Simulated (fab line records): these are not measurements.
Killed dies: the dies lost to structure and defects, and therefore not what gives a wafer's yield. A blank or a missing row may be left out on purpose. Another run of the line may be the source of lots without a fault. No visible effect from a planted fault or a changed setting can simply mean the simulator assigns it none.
Which tool did it? ; flow nand harc ; 15 lots, 45 wafers sampled, at 2 steps of a route of 1302

## WHAT THE GAUGES READ, wafer by wafer
NHARC_A_M0_INSPECT_11.
lot;measured;on;raw defect count
L835;day 23 10:23;defect inspect-02;121 99 120
L832;day 23 14:30;defect inspect-01;57 68 77
L837;day 24 09:59;defect inspect-01;102 109 115
L836;day 24 10:58;defect inspect-01;70 69 76
L838;day 25 09:55;defect inspect-02;62 61 65
L839;day 25 18:07;defect inspect-02;159 178 159
L844;day 28 18:35;defect inspect-02;43 50 47
L847;day 29 01:50;defect inspect-02;22 19 30
L849;day 29 10:20;defect inspect-01;36 23 32
L848;day 29 15:32;defect inspect-02;109 104 110
L851;day 30 18:55;defect inspect-02;39 39 32
L850;day 30 20:41;defect inspect-02;128 119 126
L852;day 31 03:01;defect inspect-01;83 76 73
L853;day 32 10:26;defect inspect-01;28 22 20
L855;day 33 04:58;defect inspect-01;58 55 48

## EACH LOT AND THE TOOL THAT RAN IT (in order: tool; ch and the chambers of the sampled wafers; start)
lot;NHARC_A_BLC_DEGAS_30
L835;pvd sputter-01, day 23 07:59
L832;pvd sputter-03, day 23 12:05
L837;pvd sputter-01, day 24 07:43
L836;pvd sputter-03, day 24 08:35
L838;pvd sputter-02, day 25 07:05
L839;pvd sputter-01, day 25 15:41
L844;pvd sputter-03, day 28 16:06
L847;pvd sputter-02, day 28 23:24
L849;pvd sputter-03, day 29 08:02
L848;pvd sputter-01, day 29 13:10
L851;pvd sputter-02, day 30 16:38
L850;pvd sputter-02, day 30 18:08
L852;pvd sputter-03, day 31 00:37
L853;pvd sputter-01, day 32 08:09
L855;pvd sputter-02, day 33 02:20
- NHARC_A_BLC_DEGAS_30: time 60 s.

## AS READ BY THE TOOLS THEMSELVES (means over the sampled wafers that have a number; for cases with no such wafer, the mark the record gives instead)
NHARC_A_BLC_DEGAS_30.
lot;tool;heater power w (W)
L835;pvd sputter-01;517
L832;pvd sputter-03;476
L837;pvd sputter-01;464
L836;pvd sputter-03;525
L838;pvd sputter-02;466
L839;pvd sputter-01;490
L844;pvd sputter-03;538
L847;pvd sputter-02;524
L849;pvd sputter-03;432
L848;pvd sputter-01;551
L851;pvd sputter-02;451
L850;pvd sputter-02;485
L852;pvd sputter-03;514
L853;pvd sputter-01;539
L855;pvd sputter-02;483

## THE ANSWER, worked out from the rows above alone
Rule: usual is defined by the lots themselves. Put in order of their means at a reading, lots are off if they are a third of the lots or fewer, leave a main group of 4 or more, and stand apart from it by a gap of 3 or more times the standard deviation of the main group's means; of several such gaps the widest counts. Not used: any main group whose means are identical at the precision the tables above print for the reading. A lot without any number at a reading at which 4 lots or more have one is off too. Any other lot the step has rows for is counted as sound. Order of review: gauges by route order, followed by the tools' own readings, for which a lot's mean as printed above is used. The first step at which some lot is off is used, and at that step the reading that is off furthest; a lot without a number counts as furthest.
Nothing can be told from this: no lot is off at any reading shown.

## WHAT THE SIMULATOR PUT IN
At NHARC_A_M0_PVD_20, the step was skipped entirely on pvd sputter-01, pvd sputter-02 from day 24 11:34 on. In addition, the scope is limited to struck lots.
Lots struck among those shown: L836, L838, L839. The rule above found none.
